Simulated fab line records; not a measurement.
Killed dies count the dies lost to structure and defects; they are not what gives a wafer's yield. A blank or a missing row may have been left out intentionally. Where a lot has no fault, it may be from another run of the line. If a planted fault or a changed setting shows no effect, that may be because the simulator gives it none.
fab line records	flow nandHarc
record: lots: 6	wafers: 18	lastDay: 25
route steps=1159 shown P_M1@313 P_M2@318 END@1159
lots that met no fault: from a run of the same line without faults
startH: hours from the record's first day to the start of the lot's first wafer shown	waitH: time in hours since the lot's previous step	" repeats the value in the row above	L1.1+2: a single row standing in for several wafers	- no value present, or no start provided	* or withheld: withheld	< > ~ a bound
route shown NAME@n: a module of which the file shows steps, and the number in the route of the first	usual: mean and standard deviation over wafers with no fault	same: alike in all rows	chamber/n: place in a boat	sites: each site's reading	_std_site: the values' standard deviation	_edge_site: outer sites' mean less inner sites'	radiusMm: for every site, how far away it sits from the centre of the wafer	mask NAME#n: copy n	behind: the tool/chamber that last shaped the wafer	hold: cause of the lot's hold/its duration in hours/its outcome	device: names the non-switching transistor (n, p or np)	end of line: the tests these same wafers got at the end of their route	a step without rows: its recipe alone	killed: count of dies lost to structure and defects at first sort (not the wafer's yield)	map: per-die view of a wafer (x killed, . not killed, _ where there is no die)
set.NAME: the setting as run; set.NAME@STEP: as run at that earlier step	model.NAME: the simulator's own value behind a step, which no gauge read
lots at selected steps of the route; one table per step, one row per wafer
services: a tool's chamber out of use, with start hour (startH, from the record's first day; less than 0 if before it), hours out, and reason
== steps ==
step: NHARC_P_M1_SRD_25
step: NHARC_P_M1_INSPECT_27
usual: rawDefectCount: 318/110
lot.wafer	tool	chamber	startH	waitH	rawDefectCount
L416.2	defectInspect-02	-	150.61	0.0	261
L416.3	"	-	"	"	289
L416.6	"	-	"	"	235
L417.2	defectInspect-01	-	151.08	0.0	371
L417.4	"	-	"	"	215
L417.6	"	-	"	"	322
L424.1	defectInspect-01	-	199.37	0.0	460
L424.5	"	-	"	"	317
L424.6	"	-	"	"	216
L426.1	defectInspect-01	-	208.60	0.0	331
L426.2	"	-	"	"	373
L426.4	"	-	"	"	267
L429.1	defectInspect-02	-	230.80	0.1	342
L429.2	"	-	"	"	191
L429.3	"	-	"	"	313
L435.1	defectInspect-02	-	271.20	0.0	205
L435.3	"	-	"	"	440
L435.4	"	-	"	"	229
step: NHARC_P_M1_PRE_CLEAN_32
recipe: timeS: 12	tempC: 370	rfPowerW: 300	gas: NH3
usual: heaterPowerW: 622/65
lot.wafer	tool	chamber	startH	waitH	heaterPowerW
L416.3	pecvd-03	1	150.67	0.1	566
L416.2	"	0	"	"	700
L416.6	"	1	"	"	568
L417.2	pecvd-03	0	151.15	0.1	671
L417.6	"	0	"	"	660
L417.4	"	1	"	"	508
L424.1	pecvd-03	2	199.45	0.1	552
L424.5	"	1	"	"	591
L424.6	"	2	"	"	560
L426.2	pecvd-02	0	208.66	0.1	606
L426.1	"	1	"	"	717
L426.4	"	2	"	"	561
L429.1	pecvd-03	1	230.87	0.1	590
L429.2	"	2	"	"	631
L429.3	"	0	"	"	617
L435.3	pecvd-02	0	271.27	0.1	590
L435.1	"	1	"	"	729
L435.4	"	2	"	"	631
step: NHARC_P_M1_DEP_33
recipe: targetThkA: 300	tempC: 370	targetThkNm: 30	pressureTorr: 3	flowSccm: 200	rfW: 450	material: SiCN
usual: heaterPowerW: 578/62
lot.wafer	tool	chamber	startH	waitH	heaterPowerW
L416.3	pecvd-03	1	150.75	0.1	519
L416.2	"	0	"	"	551
L416.6	"	1	"	"	518
L417.2	pecvd-03	0	151.23	0.1	634
L417.6	"	0	"	"	624
L417.4	"	1	"	"	547
L424.1	pecvd-03	2	199.55	0.1	492
L424.5	"	1	"	"	482
L424.6	"	2	"	"	503
L426.2	pecvd-02	0	208.74	0.1	566
L426.1	"	1	"	"	680
L426.4	"	2	"	"	557
L429.1	pecvd-03	1	230.94	0.1	521
L429.2	"	2	"	"	509
L429.3	"	0	"	"	673
L435.3	pecvd-02	0	271.35	0.1	574
L435.1	"	1	"	"	625
L435.4	"	2	"	"	531
step: NHARC_P_M2_DEP_00
recipe: targetThkA: 1825	targetThkNm: 182.5	tempC: withheld	pressureTorr: 5	flowSccm: 200	rfW: 600	material: SiOC
step: NHARC_P_M2_DEHYDRATE_01
recipe: tempC: 150	timeS: 120
step: NHARC_P_M2_HMDS_02
recipe: timeS: 30
step: NHARC_P_M2_COAT_34
recipe: tempC: 200	timeS: 65
step: NHARC_P_M2_COAT_03
recipe: spinRpm: 1500	resistThkNm: 90
step: NHARC_P_M2_SOFTBAKE_04
recipe: tempC: 105	timeS: 55
step: NHARC_P_M2_EBR_05
step: NHARC_P_M2_EXPOSE_06
recipe: na: 1.35	targetCdNm: 170	doseMj: 80.78	maskId: P_M2
usual: exposureDoseMJCm2: 80.77/0.081
lot.wafer	tool	chamber	startH	waitH	mask	exposureDoseMJCm2
L416.2	arfiScanner-02	0	151.72	-	P_M2#0	80.88
L416.3	"	0	"	"	P_M2#0	80.90
L416.6	"	0	"	"	P_M2#0	80.87
L417.2	arfiScanner-01	0	152.31	-	P_M2#0	80.74
L417.4	"	0	"	"	P_M2#0	80.80
L417.6	"	0	"	"	P_M2#0	80.79
L424.1	arfiScanner-02	0	200.49	-	P_M2#0	78.60
L424.5	"	0	"	"	P_M2#0	78.61
L424.6	"	0	"	"	P_M2#0	78.58
L426.1	arfiScanner-02	0	209.86	-	P_M2#0	77.12
L426.2	"	0	"	"	P_M2#0	77.00
L426.4	"	0	"	"	P_M2#0	76.93
L429.1	arfiScanner-01	0	232.13	-	P_M2#0	80.68
L429.2	"	0	"	"	P_M2#0	80.63
L429.3	"	0	"	"	P_M2#0	80.79
L435.1	arfiScanner-03	0	272.46	-	P_M2#0	80.68
L435.3	"	0	"	"	P_M2#0	80.79
L435.4	"	0	"	"	P_M2#0	80.81
step: NHARC_P_M2_PEB_07
recipe: pebTempC: 100	pebTimeS: 65
step: NHARC_P_M2_DEVELOP_08
recipe: developTimeS: 35	devTempC: 23
step: NHARC_P_M2_CD_MEAS_09
recipe: targetCdNm: 170	landingEnergyEv: 500
usual: cdNm: 170.1/0.63
lot.wafer	tool	chamber	startH	waitH	cdNm
L416.2	cdSem-02	0	151.86	-	169.6
L416.3	"	0	"	"	170.2
L416.6	"	0	"	"	170.3
L417.2	cdSem-03	0	152.45	-	170.1
L417.4	"	0	"	"	169.9
L417.6	"	0	"	"	170.1
L424.1	cdSem-01	0	200.63	-	174.9
L424.5	"	0	"	"	183.1
L424.6	"	0	"	"	172.8
L426.1	cdSem-01	0	210.00	-	179.0
L426.2	"	0	"	"	172.7
L426.4	"	0	"	"	180.4
L429.1	cdSem-03	0	232.27	-	169.8
L429.2	"	0	"	"	168.6
L429.3	"	0	"	"	170.4
L435.1	cdSem-01	0	272.61	-	170.2
L435.3	"	0	"	"	171.2
L435.4	"	0	"	"	170.7
step: NHARC_P_M2_OVL_MEAS_10
recipe: pitchNm: 340
usual: overlayXNm: 0.2/0.79	overlayYNm: 0.2/0.89
lot.wafer	tool	chamber	startH	waitH	overlayXNm	overlayYNm
L416.2	overlay-01	-	151.95	-	0.6	0.2
L416.3	"	-	"	"	0.5	0.2
L416.6	"	-	"	"	0.3	0.4
L417.2	overlay-02	-	152.53	-	-0.1	0.8
L417.4	"	-	"	"	-0.3	1.5
L417.6	"	-	"	"	0.3	1.0
L424.1	overlay-02	-	200.72	-	-0.1	-0.3
L424.5	"	-	"	"	-0.3	-0.1
L424.6	"	-	"	"	-0.2	-0.2
L426.1	overlay-01	-	210.08	-	1.2	-1.4
L426.2	"	-	"	"	1.9	-1.6
L426.4	"	-	"	"	1.0	-1.5
L429.1	overlay-02	-	232.36	-	1.1	1.5
L429.2	"	-	"	"	1.7	1.2
L429.3	"	-	"	"	1.0	1.6
L435.1	overlay-02	-	272.70	-	1.0	0.7
L435.3	"	-	"	"	0.5	0.3
L435.4	"	-	"	"	1.0	1.0
step: NHARC_P_M2_INSPECT_11
usual: rawDefectCount: 4/3
lot.wafer	tool	chamber	startH	waitH	rawDefectCount
L416.2	defectInspect-02	-	151.98	0.0	3
L416.3	"	-	"	"	6
L416.6	"	-	"	"	3
L417.2	defectInspect-02	-	152.57	0.0	3
L417.4	"	-	"	"	5
L417.6	"	-	"	"	2
L424.1	defectInspect-01	-	200.76	0.0	2
L424.5	"	-	"	"	0
L424.6	"	-	"	"	1
L426.1	defectInspect-02	-	210.12	0.0	4
L426.2	"	-	"	"	2
L426.4	"	-	"	"	4
L429.1	defectInspect-01	-	232.39	0.0	2
L429.2	"	-	"	"	7
L429.3	"	-	"	"	6
L435.1	defectInspect-02	-	272.73	0.0	8
L435.3	"	-	"	"	7
L435.4	"	-	"	"	4
step: NHARC_P_M2_DESCUM_14
recipe: timeS: 3	o2FlowSccm: 200	arFlowSccm: 0	biasPowerW: 0	chemistry: O2
usual: chamberPressureMTorr: 60.01/0.055	drypumpMotorCurrentA: 6.0/0.6	oesProductAu: 0.999/0.012	rfVppV: 57.9/0.9	showerheadPlenumPTorr: 1.92/0.085	throttleValvePct: 11.312/0.0095
lot.wafer	tool	chamber	startH	waitH	chamberPressureMTorr	drypumpMotorCurrentA	oesProductAu	rfHoursCounterH	rfVppV	showerheadPlenumPTorr	throttleValvePct	model.P_M2.cdNm
L416.3	rieDiel-09	0	152.04	0.1	59.97	6.4	0.995	3	59.5	1.98	11.297	170.6
L416.2	"	1	"	"	59.94	5.7	1.006	3	57.6	1.91	11.313	168.8
L416.6	"	3	"	"	59.95	6.6	0.996	-	57.2	1.79	11.311	170.3
L417.2	rieDiel-09	0	152.70	0.1	59.99	6.4	1.004	3	59.1	1.98	11.301	170
L417.4	"	1	"	"	60.03	5.7	1.031	-	57.9	1.91	11.295	169.2
L417.6	"	0	"	"	60.01	6.4	1.008	-	59.0	1.98	11.325	170.5
L424.1	rieDiel-09	3	200.84	0.1	60.06	6.5	1.005	5	57.1	1.79	11.313	174.2
L424.5	"	1	"	"	59.98	5.7	1.016	-	57.9	1.91	11.303	182.3
L424.6	"	2	"	"	60.01	4.9	0.998	-	58.3	2.02	11.315	172.8
L426.4	rieDiel-10	2	210.18	0.1	60.05	6.3	1.013	10	57.8	1.97	11.314	180.8
L426.1	"	3	"	"	60.05	5.2	0.995	11	57.9	1.84	11.317	179.1
L426.2	"	1	"	"	60.06	6.7	0.997	9	58.5	1.86	11.320	173.1
L429.2	rieDiel-09	3	232.46	0.1	60.04	6.6	1.015	6	55.5	1.79	11.322	169.1
L429.1	"	0	"	"	59.91	6.4	0.990	6	58.8	1.98	11.300	170.8
L429.3	"	2	"	"	59.93	4.9	0.983	5	57.9	2.02	11.300	170.1
L435.3	rieDiel-10	1	272.80	0.1	59.92	6.7	0.990	33	56.7	1.85	11.310	171.4
L435.1	"	2	"	"	59.99	6.3	1.008	35	56.4	1.96	11.307	170.7
L435.4	"	3	"	"	60.10	5.2	0.996	36	57.7	1.84	11.307	170.7
step: NHARC_P_M2_ETCH_35
recipe: targetDepthA: 400	overetchA: 120	timeS: 43.94	ionEnergyEv: 200	n2FlowSccm: 150	h2FlowSccm: 150	arFlowSccm: 0	rfW: 400	biasW: 150	chemistry: N2/H2
usual: chamberPressureMTorr: 30.002/0.028	drypumpMotorCurrentA: 6.0/0.59	oesProductAu: 0.999/0.012	rfVppV: 430.6/2.5	showerheadPlenumPTorr: 2.05/0.092	throttleValvePct: 14.173/0.0092
lot.wafer	tool	chamber	startH	waitH	chamberPressureMTorr	drypumpMotorCurrentA	oesProductAu	rfHoursCounterH	rfVppV	showerheadPlenumPTorr	throttleValvePct
L416.3	rieDiel-09	0	152.15	0.1	29.923	6.4	0.998	3	433.5	2.11	14.163
L416.2	"	3	"	"	30.002	6.6	1.012	3	425.7	1.90	14.172
L416.6	"	3	"	"	29.980	6.6	1.004	-	427.9	1.90	14.175
L417.2	rieDiel-09	3	152.87	0.2	30.052	6.6	0.995	3	426.4	1.90	14.177
L417.4	"	3	"	"	29.981	6.6	1.007	-	427.6	1.90	14.170
L417.6	"	0	"	"	30.010	6.4	0.995	-	433.1	2.11	14.157
L424.1	rieDiel-09	3	200.91	0.1	29.970	6.6	0.987	5	427.9	1.90	14.173
L424.5	"	3	"	"	30.025	6.6	0.997	-	424.7	1.90	14.197
L424.6	"	0	"	"	30.005	6.4	0.987	-	431.7	2.11	14.173
L426.2	rieDiel-10	2	210.27	0.1	29.992	6.3	1.008	10	431.1	2.10	14.175
L426.1	"	3	"	"	29.983	5.2	0.992	11	427.8	1.96	14.176
L426.4	"	1	"	"	30.007	6.7	0.995	9	429.3	1.98	14.163
L429.3	rieDiel-09	2	232.55	0.1	30.019	4.9	0.976	5	434.4	2.16	14.162
L429.2	"	3	"	"	29.945	6.6	1.008	6	425.7	1.90	14.188
L429.1	"	0	"	"	29.966	6.4	0.994	6	432.5	2.11	14.178
L435.1	rieDiel-10	1	272.88	0.1	29.989	6.7	0.998	33	428.2	1.97	14.167
L435.3	"	2	"	"	29.958	6.2	1.019	35	431.2	2.09	14.167
L435.4	"	3	"	"	29.972	5.2	1.008	36	428.5	1.96	14.175
step: NHARC_P_M2_ETCH_15
recipe: targetDepthA: 1825	timeS: 91.2	c4f8FlowSccm: withheld	arFlowSccm: 400	rfW: 600	biasW: 300	chemistry: C4F8/Ar
usual: chamberPressureMTorr: 24.999/0.025	oesProductAu: 0.940/0.022	rfVppV: 441.0/2.8
lot.wafer	tool	chamber	startH	waitH	chamberPressureMTorr	oesProductAu	rfHoursCounterH	rfVppV
L416.3	rieDiel-09	0	-	-	24.988	0.961	3	442.9
L416.2	"	1	"	"	25.008	0.976	3	441.8
L416.6	"	0	"	"	24.997	0.962	-	442.1
L417.2	rieDiel-09	1	-	-	25.001	0.946	3	442.2
L417.4	"	1	"	"	25.006	0.954	-	439.7
L417.6	"	3	"	"	24.998	0.933	-	435.9
L424.1	rieDiel-09	3	-	-	24.994	0.976	5	436.2
L424.6	"	2	"	"	24.983	0.956	-	444.0
L424.5	"	3	"	"	25.023	0.987	-	437.0
L426.1	rieDiel-10	1	-	-	25.002	0.928	9	439.1
L426.4	"	2	"	"	25.004	0.939	10	441.9
L426.2	"	3	"	"	24.983	0.914	11	439.9
L429.1	rieDiel-09	0	-	-	24.992	0.960	6	443.6
L429.2	"	2	"	"	25.043	0.950	5	443.3
L429.3	"	3	"	"	25.054	0.959	6	436.0
L435.4	rieDiel-10	2	-	-	24.995	0.916	35	443.4
L435.3	"	3	"	"	24.992	0.925	37	439.0
L435.1	"	0	"	"	25.001	0.922	35	442.9
step: NHARC_P_M2_CD_MEAS_16
usual: cdNm: 170.0/0.9
lot.wafer	tool	chamber	startH	waitH	cdNm
L416.2	cdSem-02	-	152.39	-	168.2
L416.3	"	-	"	"	169.8
L416.6	"	-	"	"	169.5
L417.2	cdSem-03	-	153.12	-	169.5
L417.4	"	-	"	"	169.0
L417.6	"	-	"	"	170.1
L424.1	cdSem-02	-	201.12	-	173.4
L424.5	"	-	"	"	181.7
L424.6	"	-	"	"	172.4
L426.1	cdSem-02	-	210.49	-	178.8
L426.2	"	-	"	"	173.3
L426.4	"	-	"	"	180.6
L429.1	cdSem-02	-	232.76	-	170.5
L429.2	"	-	"	"	168.2
L429.3	"	-	"	"	169.6
L435.1	cdSem-02	-	273.10	-	171.2
L435.3	"	-	"	"	171.0
L435.4	"	-	"	"	170.6
step: NHARC_P_M2_STRIP_18
recipe: powerW: 1000	n2FlowSccm: 150	h2FlowSccm: 150	arFlowSccm: 0	biasW: 0	chemistry: N2/H2
usual: chamberPressureMTorr: 29.997/0.028	drypumpMotorCurrentA: 5.9/0.58	oesProductAu: 0.999/0.012	rfVppV: 90.6/0.97	showerheadPlenumPTorr: 2.05/0.093	throttleValvePct: 14.171/0.0094
lot.wafer	tool	chamber	startH	waitH	chamberPressureMTorr	drypumpMotorCurrentA	oesProductAu	rfHoursCounterH	rfVppV	showerheadPlenumPTorr	throttleValvePct
L416.2	rieDiel-09	0	152.50	0.1	29.986	6.4	1.001	3	91.4	2.11	14.168
L416.3	"	1	"	"	30.038	5.7	1.021	3	90.3	2.04	14.168
L416.6	"	0	"	"	29.989	6.4	1.005	-	90.0	2.11	14.155
L417.2	rieDiel-09	0	153.21	0.1	29.971	6.4	1.004	3	89.7	2.11	14.169
L417.4	"	0	"	"	30.009	6.4	1.000	-	91.3	2.11	14.188
L417.6	"	3	"	"	30.007	6.6	1.000	-	90.7	1.90	14.180
L424.1	rieDiel-09	0	201.28	0.1	29.969	6.4	0.990	5	92.1	2.11	14.180
L424.5	"	1	"	"	29.999	5.7	1.013	-	89.6	2.04	14.179
L424.6	"	2	"	"	30.050	4.9	0.991	-	92.1	2.16	14.188
L426.1	rieDiel-03	1	210.56	0.1	30.031	5.7	0.997	33	91.3	1.94	14.178
L426.2	"	2	"	"	30.009	5.6	0.984	33	91.0	2.19	14.181
L426.4	"	1	"	"	30.062	5.7	0.991	-	90.6	1.94	14.170
L429.3	rieDiel-03	3	232.88	0.1	29.995	5.8	0.997	1	90.9	2.06	14.150
L429.1	"	0	"	"	30.016	6.4	1.009	1	88.6	2.00	14.166
L429.2	"	1	"	"	30.007	5.7	0.986	1	89.8	1.94	14.152
L435.1	rieDiel-09	2	273.18	0.1	29.982	4.9	0.981	0	90.7	2.16	14.163
L435.3	"	3	"	"	30.053	6.6	1.006	0	89.1	1.90	14.188
L435.4	"	1	"	"	30.021	5.7	1.005	0	89.9	2.04	14.167
step: NHARC_P_M2_ETCH_28
recipe: targetDepthA: 300	overEtchFrac: 0.3	timeS: 72.99	ionEnergyEv: 150	cf4FlowSccm: 50	n2FlowSccm: 100	arFlowSccm: 150	rfW: 300	biasW: 100	chemistry: CF4/N2
usual: chamberPressureMTorr: 30.001/0.027	drypumpMotorCurrentA: 6.0/0.57	oesProductAu: 1.000/0.011	rfVppV: 314.3/1.9	showerheadPlenumPTorr: 2.63/0.11	throttleValvePct: 19.796/0.0088
lot.wafer	tool	chamber	startH	waitH	chamberPressureMTorr	drypumpMotorCurrentA	oesProductAu	rfHoursCounterH	rfVppV	showerheadPlenumPTorr	throttleValvePct	model.P_M2.cdNm
L416.3	rieDiel-09	0	-	-	29.954	6.4	0.999	3	316.6	2.71	19.789	169.8
L416.2	"	1	"	"	30.028	5.7	1.021	3	314.8	2.62	19.812	168
L416.6	"	3	"	"	30.022	6.6	1.006	-	311.6	2.46	19.795	168.9
L417.2	rieDiel-09	3	-	-	30.021	6.6	0.995	3	309.8	2.46	19.785	169.1
L417.4	"	3	"	"	29.982	6.6	0.994	-	311.0	2.46	19.811	168.8
L417.6	"	0	"	"	29.989	6.4	1.005	-	315.1	2.71	19.792	169.6
L424.1	rieDiel-09	3	-	-	30.016	6.6	1.000	5	311.1	2.46	19.785	173.9
L424.5	"	3	"	"	30.022	6.6	0.999	-	311.2	2.46	19.801	182.4
L424.6	"	0	"	"	30.007	6.4	1.000	-	316.9	2.71	19.802	172.3
L426.1	rieDiel-03	0	-	-	30.079	6.5	0.994	30	313.0	2.59	19.788	178.1
L426.2	"	1	"	"	29.975	5.7	0.996	33	313.9	2.51	19.800	172.8
L426.4	"	0	"	"	30.063	6.4	0.994	-	314.0	2.59	19.781	180.2
L429.3	rieDiel-03	0	-	-	29.997	6.4	1.006	1	314.5	2.58	19.809	170
L429.2	"	1	"	"	29.983	5.7	0.990	1	313.4	2.51	19.803	168.4
L429.1	"	2	"	"	29.998	5.6	0.996	1	316.7	2.80	19.799	170.5
L435.1	rieDiel-09	3	-	-	29.988	6.6	0.999	1	312.2	2.46	19.798	171.6
L435.3	"	0	"	"	29.987	6.4	0.989	0	316.2	2.71	19.789	170.3
L435.4	"	2	"	"	29.988	4.9	0.989	1	316.3	2.76	19.783	170.3
step: NHARC_P_M2_STRIP_19
recipe: timeS: 600	tempC: 30	chemistry: postEtchResidueRemover
step: NHARC_END_SORT_01
recipe: tempC: 25
usual: defectLimitedYield: 95.1/1.8	killedAtArray: 29/11	killedAtOther: 0.5/0.8	killedAtPeriphery: 3.5/2.8	killedDies: 33/12	killedOpen: 3.1/1.8	killedShort: 1.8/1.4	sort_bin_2_pct: 1.5/0.65	sort_bin_3_pct: 0.24/0.21	sort_bin_4_pct: 3.1/1.2	sortNPass: 644/12	sortRimYieldPct: 97.5/1.9	sortYieldPct: 95.1/1.8
same: grossDies: 677	sort_bin_5_pct[%]: 0	sort_bin_6_pct[%]: 0	sort_bin_7_pct[%]: 0	sort_bin_8_pct[%]: 0	sortRimNGross: 106.00
lot.wafer	tool	chamber	startH	waitH	defectLimitedYield[%]	killedAtArray	killedAtOther	killedAtPeriphery	killedDies	killedOpen	killedShort	sort_bin_2_pct[%]	sort_bin_3_pct[%]	sort_bin_4_pct[%]	sortNPass	sortRimYieldPct[%]	sortYieldPct[%]
L424.1	prober-02	0	512.35	2.5	94.8	29	1	5	35	7	4	1.6	0.59	3.0	642	95.3	94.8
L424.5	prober-02	0	515.56	3.7	95.1	33	0	0	33	3	4	0.9	0.15	3.8	644	98.1	95.1
L424.6	prober-02	0	516.36	4.0	93.8	40	1	1	42	1	0	1.9	0	4.3	635	98.1	93.8
L426.1	prober-01	0	521.78	2.5	97.2	15	0	4	19	1	2	1.0	0.15	1.6	658	99.1	97.2
L426.2	prober-01	0	522.58	2.8	95.3	28	0	4	32	4	1	2.2	0.15	2.4	645	96.2	95.3
L426.4	prober-01	0	524.18	3.4	97.2	14	0	5	19	2	1	0.7	0	2.1	658	99.1	97.2
killed by level:class
L424.1 A_SLIT:chamberFilmFlake=10 A_CHANNEL_HOLE_D1:chamberFilmFlake=4 A_CONTACT:chamberFilmFlake=4 A_CONTACT:geometricParticle:open=3 P_GATE:geometricParticle:open=2 P_M2:geometricParticle:open=1 A_ONON_D1:geometricParticle:short=1 A_CHANNEL_HOLE_D1:geometricParticle:short=1
L424.5 A_SLIT:chamberFilmFlake=14 A_CHANNEL_HOLE_D1:chamberFilmFlake=6 A_STAIRCASE:chamberFilmFlake=4 A_CHANNEL_FILL_D1:geometricParticle:short=2 A_ONON_D1:geometricParticle:open=1 A_ONON_D1:geometricParticle:short=1 A_SGD_CUT:geometricParticle:open=1 A_SGD_CUT:geometricParticle:short=1
L424.6 A_SLIT:chamberFilmFlake=19 A_CHANNEL_HOLE_D1:chamberFilmFlake=6 A_CONTACT:chamberFilmFlake=6 A_STAIRCASE:chamberFilmFlake=5 A_M1:chamberFilmFlake=4 P_STI:geometricParticle:open=1 THIN_TSV:chamberFilmFlake=1
L426.1 A_CONTACT:chamberFilmFlake=5 A_CHANNEL_HOLE_D1:chamberFilmFlake=4 P_BONDPAD:chamberFilmFlake=3 A_STAIRCASE:chamberFilmFlake=2 A_WL_FILL:geometricParticle:short=1 A_CONTACT:geometricParticle:short=1 A_M1:geometricParticle:open=1 P_GATE:chamberFilmFlake=1
L426.2 A_CHANNEL_HOLE_D1:chamberFilmFlake=8 A_STAIRCASE:chamberFilmFlake=8 A_CONTACT:chamberFilmFlake=6 A_CHANNEL_FILL_D1:chamberFilmFlake=2 P_GATE:geometricParticle:open=1 P_M2:geometricParticle:open=1 A_ONON_D1:geometricParticle:open=1 A_CHANNEL_HOLE_D1:geometricParticle:open=1
L426.4 A_CHANNEL_HOLE_D1:chamberFilmFlake=6 P_STI:chamberFilmFlake=2 A_CHANNEL_FILL_D1:chamberFilmFlake=2 A_STAIRCASE:chamberFilmFlake=2 A_CONTACT:chamberFilmFlake=2 P_M0:geometricParticle:open=1 P_M0:geometricParticle:short=1 A_WL_FILL:geometricParticle:open=1
== services ==
tool	chamber	startH	hours	kind
rieDiel-09	0	135.17	-	clean
rieDiel-09	1	135.17	-	clean
rieDiel-09	2	135.17	-	clean
rieDiel-09	3	135.17	-	clean
arfiScanner-03	-	140.00	4.0	pm
rieDiel-09	2	144.04	23.7	repair
pecvd-02	-	153.00	13.0	pm
arfiScanner-01	-	156.42	5.1	repair
arfiScanner-02	-	156.95	10.9	repair
rieDiel-09	0	159.67	-	clean
rieDiel-09	1	159.67	-	clean
rieDiel-09	3	159.67	-	clean
rieDiel-03	-	169.72	0.3	repair
rieDiel-10	-	176.50	9.0	pm
rieDiel-09	0	184.17	-	clean
rieDiel-10	-	189.74	0.2	repair
rieDiel-03	3	197.18	19.8	repair
arfiScanner-01	-	207.60	4.0	pm
rieDiel-03	-	215.30	9.0	pm
arfiScanner-01	-	223.69	0.9	repair
arfiScanner-02	-	240.74	2.0	repair
arfiScanner-03	-	244.95	1.1	repair
rieDiel-09	-	254.13	9.0	pm
arfiScanner-02	-	256.00	4.0	pm
== key ==
firstSign: step: NHARC_P_M2_EXPOSE_06	reading: exposureDoseMJCm2	direction: down	sigmas: 36	usual: 80.77	struck: 77.81
effect: step: NHARC_P_M2_CD_MEAS_09	reading: cdNm	direction: up	sigmas: 11	usual: 170.1	struck: 177.1	through: controlLoop
effect: step: NHARC_P_M2_CD_MEAS_16	reading: cdNm	direction: up	sigmas: 7.5	usual: 170.0	struck: 176.7	through: controlLoop
modelEffect: step: NHARC_P_M2_DESCUM_14	value: P_M2.cdNm	without: 169.8	struck: 177.1
modelEffect: step: NHARC_P_M2_ETCH_28	value: P_M2.cdNm	without: 169.3	struck: 176.6
metAt NHARC_P_M2_EXPOSE_06
struckWafers L424.1,L424.5,L424.6,L426.1,L426.2,L426.4
loopTrim: step: NHARC_P_M2_EXPOSE_06	setting: dose	lots: L424,L426
onsetBetween 151.72 200.49
fault: kind: processParameterDrift	tool: arfiScanner-02	chamber: -	onsetH: 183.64	steps: NHARC_P_M2_EXPOSE_06	channel: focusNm	offset: 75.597	spreadByWafer: 0.3	shape: step	endH: 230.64
loopTrim: a control loop set the setting to another value than it would have without faults
